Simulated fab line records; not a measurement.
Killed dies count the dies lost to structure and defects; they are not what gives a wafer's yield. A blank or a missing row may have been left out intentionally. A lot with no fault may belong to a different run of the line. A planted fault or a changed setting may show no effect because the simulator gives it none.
fab line records | flow nand_harc
record: lots: 7 wafers: 20 last_day: 33
route steps=1302 shown P_ZERO_WELL@7 END@1302
lots that met no fault: from a run of the same line without faults
start_h: hours from the record's opening day to when the first of the lot's shown wafers began | wait_h: how many hours have passed since the lot's step before this one | " as in the row above | L1.1+2: one row covering several wafers at once | - value missing, or start not given | * or withheld: withheld | < > ~ a bound
route shown NAME@n: NAME is a module with steps in the file, n the number in the route of the first one | usual: the fault-free wafers' mean and standard deviation | same: alike in all rows | chamber/n: place in a boat | sites: per-site readings | _std_site: standard deviation across them | _edge_site: outer sites' mean less inner sites' | radius_mm: how far each site lies from the wafer's centre | mask NAME#n: copy n | behind: tool/chamber where the wafer was last shaped | hold: why the lot was held/for how many hours/how that ended | device: transistor that didn't switch, given as n, p or np | end of line: at the end of the route, the tests of the same wafers | for a step that has no rows: nothing shown but its recipe | killed: dies lost to structure and defects at the first sort, not the wafer's yield | map: dies across one wafer; x = killed, . = not, _ = none there
set.NAME: the run value of the setting; set.NAME@STEP: its run value at that earlier step | model.NAME: the simulator's own value behind a step, which no gauge read
lots seen at some steps along the route; tables by step, rows by wafer
services: when a tool's chamber went out of use (start_h, in hours from the record's first day, below 0 if earlier), for how many hours, and the reason
== steps ==
step: NHARC_P_ZERO_WELL_COAT_64
recipe: temp_c: 200 time_s: 65
step: NHARC_P_ZERO_WELL_COAT_05
recipe: spin_rpm: 2000 resist_thk_nm: 600
step: NHARC_P_ZERO_WELL_SOFTBAKE_06
recipe: temp_c: 125 time_s: 70
step: NHARC_P_ZERO_WELL_EBR_07
step: NHARC_P_ZERO_WELL_EXPOSE_08
recipe: na: 0.55 target_cd_nm: 500 dose_mj: 33.8 mask_id: P_ZERO
step: NHARC_P_ZERO_WELL_PEB_09
recipe: peb_temp_c: 128 peb_time_s: 80
step: NHARC_P_ZERO_WELL_DEVELOP_10
recipe: time_s: 50 dev_temp_c: 22
step: NHARC_P_ZERO_WELL_CD_MEAS_11
recipe: target_cd_nm: 500 landing_energy_ev: 500
usual: cd_nm: 501.1/2
columns lot.wafer tool chamber start_h wait_h cd_nm
L865.2 cd_sem-02 0 71.13 - 500.1
L865.3 " 0 " " 498.1
L865.6 " 0 " " 498.4
L867.1 cd_sem-02 0 91.25 - 501.0
L867.2 " 0 " " 500.9
L867.5 " 0 " " 503.5
L869.1 cd_sem-03 0 111.24 - 501.3
L869.3 " 0 " " 502.2
L869.4 " 0 " " 500.6
L871.1 cd_sem-01 0 131.24 - 501.6
L871.2 " 0 " " 501.5
L871.4 " 0 " " 500.0
L879.3 cd_sem-03 0 211.12 - 502.2
L879.4 " 0 " " 500.1
L879.6 " 0 " " 499.0
L880.1 cd_sem-01 0 221.23 - 502.1
L880.2 " 0 " " 501.7
L880.5 " 0 " " 503.7
L882.1 cd_sem-02 0 241.12 - 503.1
L882.2 " 0 " " 502.1
step: NHARC_P_ZERO_WELL_HARDBAKE_12
recipe: temp_c: 118 time_s: 65
step: NHARC_P_ZERO_WELL_DESCUM_13
recipe: time_s: 3 o2_flow_sccm: 200 ar_flow_sccm: 0 bias_power_w: 0 chemistry: O2
usual: drypump_motor_current_A: 5.90/0.29 oes_product_au: 1.001/0.011 rf_vpp_V: 57.6/0.82 showerhead_plenum_p_Torr: 1.87/0.065 throttle_valve_pct: 11.311/0.009
columns lot.wafer tool chamber start_h wait_h drypump_motor_current_A oes_product_au rf_hours_counter_h rf_vpp_V showerhead_plenum_p_Torr throttle_valve_pct
L865.3 rie_diel-02 1 71.28 - 5.78 1.003 7 57.7 1.86 11.300
L865.2 " 0 " " 5.93 1.011 6 58.1 1.83 11.294
L865.6 " 2 " " 6.12 1.019 - 58.1 1.96 11.312
L867.1 rie_diel-02 0 91.40 - 5.94 0.996 13 56.9 1.83 11.320
L867.2 " 3 " " 6.07 0.986 16 57.8 1.83 11.327
L867.5 " 0 " " 5.93 1.005 - 57.3 1.83 11.314
L869.3 rie_diel-06 1 111.40 - 6.02 0.999 55 58.4 2.00 11.300
L869.1 " 2 " " 6.22 0.989 53 57.2 1.87 11.326
L869.4 " 3 " " 5.77 0.988 53 56.0 1.78 11.316
L871.1 rie_diel-04 2 131.44 - 6.17 0.995 36 57.7 1.84 11.315
L871.4 " 0 " " 5.64 1.007 39 57.4 1.83 11.307
L871.2 " 1 " " 5.94 1.007 39 57.7 1.86 11.306
L879.3 rie_diel-02 0 211.28 - 5.92 1.007 51 57.0 1.82 11.315
L879.4 " 1 " " 5.81 1.005 49 57.0 1.85 11.316
L879.6 " 1 " " 5.81 1.007 - 58.6 1.85 11.316
L880.1 rie_diel-06 1 221.39 - 6.01 1.017 25 59.1 1.99 11.313
L880.2 " 2 " " 6.21 0.994 22 57.6 1.86 11.328
L880.5 " 1 " " 6.02 1.014 - 56.6 1.99 11.318
L882.1 rie_diel-04 3 241.28 - 6.12 1.002 21 57.1 1.79 11.309
L882.2 " 0 " " 5.67 0.994 22 57.9 1.81 11.300
step: NHARC_P_ZERO_WELL_ETCH_65
recipe: target_depth_a: 800 overetch_a: 240 time_s: 87.88 ion_energy_ev: 200 n2_flow_sccm: 150 h2_flow_sccm: 150 ar_flow_sccm: 0 rf_w: 400 bias_w: 150 chemistry: N2/H2
usual: drypump_motor_current_A: 5.91/0.28 oes_product_au: 1.000/0.011 rf_vpp_V: 429.0/2.1 showerhead_plenum_p_Torr: 1.98/0.069 throttle_valve_pct: 14.171/0.0089
columns lot.wafer tool chamber start_h wait_h drypump_motor_current_A oes_product_au rf_hours_counter_h rf_vpp_V showerhead_plenum_p_Torr throttle_valve_pct
L865.2 rie_diel-02 0 71.37 0.1 5.97 1.001 6 428.5 1.95 14.173
L865.3 " 2 " " 6.11 1.002 9 431.2 2.09 14.180
L865.6 " 1 " " 5.81 0.997 - 430.4 1.98 14.151
L867.1 rie_diel-02 2 91.49 0.1 6.08 0.994 14 432.3 2.09 14.165
L867.2 " 0 " " 5.91 1.003 13 428.9 1.95 14.171
L867.5 " 3 " " 6.08 0.983 - 428.1 1.94 14.176
L869.3 rie_diel-06 3 111.48 0.1 5.77 0.992 53 424.9 1.89 14.161
L869.1 " 0 " " 5.16 0.987 46 431.2 2.07 14.190
L869.4 " 2 " " 6.22 0.985 53 428.6 1.99 14.185
L871.2 rie_diel-04 3 131.57 0.1 6.11 0.999 37 426.5 1.92 14.159
L871.1 " 1 " " 5.91 1.015 39 427.7 1.98 14.170
L871.4 " 2 " " 6.13 0.994 36 429.1 1.96 14.164
L879.4 rie_diel-02 0 211.37 0.1 5.93 1.011 51 427.0 1.93 14.178
L879.3 " 1 " " 5.76 1.004 49 431.1 1.97 14.169
L879.6 " 0 " " 5.97 1.011 - 429.7 1.93 14.169
L880.1 rie_diel-06 0 221.48 0.1 5.18 0.994 24 433.2 2.06 14.166
L880.2 " 1 " " 6.06 1.010 25 432.7 2.12 14.164
L880.5 " 0 " " 5.19 0.994 - 429.5 2.06 14.172
L882.1 rie_diel-04 2 241.37 0.1 6.15 1.008 20 427.7 1.95 14.155
L882.2 " 0 " " 5.66 0.991 22 426.8 1.93 14.180
step: NHARC_P_ZERO_WELL_ETCH_62
recipe: target_depth_a: 130 time_s: 6.5 chf3_flow_sccm: 50 ar_flow_sccm: 200 rf_w: 500 bias_w: 200 chemistry: CHF3/Ar
usual: drypump_motor_current_A: 5.90/0.29 oes_product_au: 0.958/0.018 rf_vpp_V: 369.4/2 showerhead_plenum_p_Torr: 2.29/0.077 throttle_valve_pct: 20.216/0.0082
columns lot.wafer tool chamber start_h wait_h drypump_motor_current_A oes_product_au rf_hours_counter_h rf_vpp_V showerhead_plenum_p_Torr throttle_valve_pct
L865.2 rie_diel-02 1 - - 5.82 0.938 7 370.6 2.28 20.222
L865.3 " 2 " " 6.11 0.945 9 371.4 2.40 20.197
L865.6 " 1 " " 5.79 0.939 - 369.0 2.28 20.218
L867.2 rie_diel-02 0 - - 5.94 0.982 13 366.8 2.24 20.207
L867.1 " 1 " " 5.79 0.962 11 369.2 2.28 20.222
L867.5 " 3 " " 6.11 0.971 - 367.0 2.24 20.217
L869.4 rie_diel-06 3 - - 5.77 0.973 53 367.1 2.19 20.227
L869.3 " 0 " " 5.16 0.963 46 372.6 2.38 20.210
L869.1 " 1 " " 6.00 0.969 55 373.2 2.44 20.224
L871.1 rie_diel-04 3 - - 6.13 0.944 37 366.7 2.22 20.225
L871.2 " 0 " " 5.64 0.963 39 368.1 2.24 20.225
L871.4 " 2 " " 6.12 0.938 36 367.9 2.26 20.223
L879.3 rie_diel-02 2 - - 6.09 0.985 52 372.2 2.38 20.220
L879.4 " 0 " " 5.95 0.959 51 366.8 2.23 20.224
L879.6 " 3 " " 6.06 0.968 - 368.8 2.23 20.224
L880.1 rie_diel-06 0 - - 5.18 0.959 24 371.8 2.37 20.219
L880.2 " 1 " " 6.04 0.970 25 371.0 2.43 20.214
L880.5 " 3 " " 5.76 0.971 - 364.7 2.18 20.216
L882.1 rie_diel-04 1 - - 5.94 0.962 20 368.8 2.27 20.217
L882.2 " 2 " " 6.14 0.969 20 368.2 2.25 20.209
step: NHARC_P_ZERO_WELL_ETCH_63
recipe: target_depth_a: 1200 time_s: 40.1 hbr_flow_sccm: 150 cl2_flow_sccm: 50 rf_w: 400 icp_w: 400 bias_w: 100 chemistry: HBr/Cl2
usual: drypump_motor_current_A: 5.7/0.39 oes_product_au: 1.004/0.0096 throttle_valve_pct: 26.406/0.0087
columns lot.wafer tool chamber start_h wait_h drypump_motor_current_A oes_product_au rf_hours_counter_h throttle_valve_pct
L865.3 rie_si-03 0 71.54 - 5.1 1.009 0.06 26.413
L865.2 " 1 " " 6.0 0.994 0.07 26.405
L865.6 " 0 " " 5.0 1.012 - 26.404
L867.2 rie_si-03 2 91.69 - 6.0 1.004 0.14 26.408
L867.1 " 3 " " 5.6 1.015 0.11 26.392
L867.5 " 1 " " 6.0 0.993 - 26.406
L869.3 rie_si-03 1 111.65 - 6.0 1.002 0.28 26.392
L869.1 " 2 " " 6.0 1.001 0.23 26.411
L869.4 " 0 " " 5.0 0.995 0.28 26.392
L871.4 rie_si-04 2 131.87 - 6.1 1.014 0.82 26.410
L871.1 " 3 " " 5.5 1.007 0.87 26.411
L871.2 " 1 " " 5.6 1.005 0.72 26.384
L879.4 rie_si-04 1 211.53 - 5.6 1.011 0.16 26.392
L879.3 " 3 " " 5.5 0.864 0.14 26.407
L879.6 " 2 " " 6.1 1.001 - 26.400
L880.1 rie_si-04 3 221.73 - 5.5 0.992 0.25 26.396
L880.2 " 0 " " 6.0 0.860 0.26 26.400
L880.5 " 3 " " 5.5 0.987 - 26.405
L882.1 rie_si-04 3 241.55 - 5.5 0.986 0.33 26.411
L882.2 " 0 " " 5.9 0.867 0.32 26.417
step: NHARC_P_ZERO_WELL_STRIP_15
recipe: time_s: 900 temp_c: 130 chemistry: SPM
step: NHARC_END_SORT_01
recipe: temp_c: 25
usual: killed_at_array: 58/20 killed_at_other: 0.8/1 killed_at_periphery: 4.6/2.8 killed_dies: 63/19 killed_open: 3.4/2 killed_short: 2.4/1.8
same: gross_dies: 677
columns lot.wafer tool chamber start_h wait_h killed_at_array killed_at_other killed_at_periphery killed_dies killed_open killed_short
L865.2 prober-02 0 598.51 2.8 68 2 6 76 7 1
L865.3 prober-02 0 599.31 3.1 71 2 5 78 4 1
L865.6 prober-02 0 601.71 4.0 63 0 5 68 1 4
L869.1 prober-02 0 655.63 2.5 62 2 1 65 2 11
L869.3 prober-02 0 657.23 3.1 57 2 6 65 3 3
L869.4 prober-02 0 658.03 3.4 47 0 7 54 4 6
L871.1 prober-02 0 679.05 2.5 56 0 6 62 5 3
L871.2 prober-02 0 679.85 2.8 50 0 8 58 7 1
L871.4 prober-02 0 681.46 3.4 51 1 7 59 6 5
L882.1 prober-02 0 801.62 2.5 60 1 1 62 5 2
L882.2 prober-02 0 802.42 2.8 70 0 7 77 5 5
killed by level:class
L865.2 A_SLIT:chamber_film_flake=30 A_CHANNEL_HOLE_D2:chamber_film_flake=22 A_STAIRCASE:chamber_film_flake=5 A_SOURCE_PLATE:geometric_particle:open=2 A_CHANNEL_FILL_D2:geometric_particle:open=2 P_ZERO_WELL:chamber_film_flake=2 P_BONDPAD:chamber_film_flake=2 A_CHANNEL_FILL_D1:chamber_film_flake=2
L865.3 A_SLIT:chamber_film_flake=32 A_CHANNEL_HOLE_D2:chamber_film_flake=24 A_CONTACT:chamber_film_flake=4 A_STAIRCASE:chamber_film_flake=3 P_BONDPAD:chamber_film_flake=2 A_CHANNEL_FILL_D1:chamber_film_flake=2 THIN_TSV:chamber_film_flake=2 P_CONTACT:geometric_particle:open=1
L865.6 A_CHANNEL_HOLE_D2:chamber_film_flake=23 A_SLIT:chamber_film_flake=20 A_STAIRCASE:chamber_film_flake=9 A_CHANNEL_HOLE_D1:chamber_film_flake=3 A_CONTACT:chamber_film_flake=3 P_BONDPAD:chamber_film_flake=2 P_M2:geometric_particle:short=1 A_SOURCE_PLATE:geometric_particle:open=1
L869.1 A_SLIT:chamber_film_flake=34 A_CHANNEL_HOLE_D2:chamber_film_flake=12 A_DECK1_JOINT:geometric_particle:short=3 A_ONON_D1:geometric_particle:short=2 A_M0:geometric_particle:short=2 A_CHANNEL_FILL_D1:chamber_film_flake=2 P_M0:geometric_particle:short=1 A_ONON_D1:geometric_particle:open=1
L869.3 A_SLIT:chamber_film_flake=32 A_CHANNEL_HOLE_D2:chamber_film_flake=10 A_CHANNEL_HOLE_D1:chamber_film_flake=4 A_CONTACT:chamber_film_flake=4 P_CONTACT:chamber_film_flake=3 THIN_TSV:chamber_film_flake=2 P_M2:geometric_particle:short=1 A_CHANNEL_FILL_D1:geometric_particle:short=1
L869.4 A_SLIT:chamber_film_flake=20 A_CHANNEL_HOLE_D2:chamber_film_flake=12 A_CHANNEL_HOLE_D1:chamber_film_flake=3 A_M0:geometric_particle:open=2 P_CONTACT:chamber_film_flake=2 A_DECK1_JOINT:chamber_film_flake=2 A_CONTACT:chamber_film_flake=2 P_GATE:geometric_particle:short=1
L871.1 A_SLIT:chamber_film_flake=35 A_CHANNEL_HOLE_D1:chamber_film_flake=7 A_M1:geometric_particle:open=2 P_M2:chamber_film_flake=2 A_CONTACT:chamber_film_flake=2 A_BLC:chamber_film_flake=2 P_M0:geometric_particle:short=1 P_M0:geometric_particle:open=1
L871.2 A_SLIT:chamber_film_flake=34 P_M2:chamber_film_flake=4 A_CONTACT:chamber_film_flake=4 A_CHANNEL_FILL_D2:geometric_particle:open=3 A_CHANNEL_HOLE_D1:chamber_film_flake=3 A_STAIRCASE:chamber_film_flake=3 P_GATE:geometric_particle:open=1 P_CONTACT:geometric_particle:short=1
L871.4 A_SLIT:chamber_film_flake=31 A_CHANNEL_HOLE_D1:chamber_film_flake=4 A_CONTACT:chamber_film_flake=3 A_WL_FILL:geometric_particle:short=2 P_GATE:chamber_film_flake=2 P_M2:chamber_film_flake=2 A_ZERO_WELL:chamber_film_flake=2 P_GATE:geometric_particle:open=1
L882.1 A_CHANNEL_HOLE_D2:chamber_film_flake=16 A_CHANNEL_HOLE_D1:chamber_film_flake=15 A_SLIT:chamber_film_flake=15 A_WL_FILL:chamber_film_flake=4 A_BLC:geometric_particle:open=2 A_DECK1_JOINT:geometric_particle:open=1 A_ONON_D2:geometric_particle:short=1 A_CHANNEL_HOLE_D2:geometric_particle:open=1
L882.2 A_SLIT:chamber_film_flake=24 A_CHANNEL_HOLE_D2:chamber_film_flake=21 A_CHANNEL_HOLE_D1:chamber_film_flake=10 P_BONDPAD:chamber_film_flake=4 A_CHANNEL_FILL_D1:geometric_particle:short=2 A_DECK1_JOINT:geometric_particle:open=2 P_GATE:chamber_film_flake=2 A_STAIRCASE:chamber_film_flake=2
== services ==
columns tool chamber start_h hours kind
rie_diel-02 0 48.77 - clean
rie_diel-02 1 48.77 - clean
rie_diel-02 2 48.77 - clean
rie_diel-02 3 48.77 - clean
rie_si-04 2 56.64 4.3 repair
rie_diel-02 0 73.27 - clean
rie_diel-02 1 73.27 - clean
rie_diel-02 2 73.27 - clean
rie_diel-02 3 73.27 - clean
rie_diel-06 2 93.36 5.8 repair
rie_diel-06 0 94.16 11.3 repair
rie_diel-02 0 97.77 - clean
rie_diel-06 - 130.20 9.0 pm
rie_diel-06 - 142.33 2.5 repair
rie_diel-02 2 150.21 1.2 repair
rie_si-04 - 165.00 9.0 pm
rie_si-03 3 169.30 8.2 repair
rie_diel-04 - 178.18 9.0 pm
rie_diel-04 - 187.92 0.2 repair
rie_diel-02 3 198.51 4.3 repair
rie_diel-04 3 199.22 8.6 repair
rie_diel-02 - 216.77 9.0 pm
rie_si-03 - 221.20 9.0 pm
rie_diel-04 0 230.38 5.9 repair
== key ==
first_sign: step: NHARC_P_ZERO_WELL_ETCH_63 reading: oes_product_au direction: down sigmas: 15 usual: 1.004 struck: 0.863
effect none on later readings
met_at NHARC_P_ZERO_WELL_ETCH_63
struck_wafers L879.3,L880.2,L882.2
tester_left_out L879,L880,L882
onset_between 131.87 211.53
fault: kind: process_parameter_drift tool: rie_si-04 chamber: - onset_h: 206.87 steps: NHARC_P_ZERO_WELL_ETCH_63 channel: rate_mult offset: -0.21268 shape: step end_h: 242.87 scope: struck_wafers_only
tester_left_out: of these lots the tester's yield and bins aren't shown, on N5 and GAA mostly nor the transistor test; their killed dies are dies lost to structure and defects alone, not to doping, threshold or leakage, so they don't give the yield
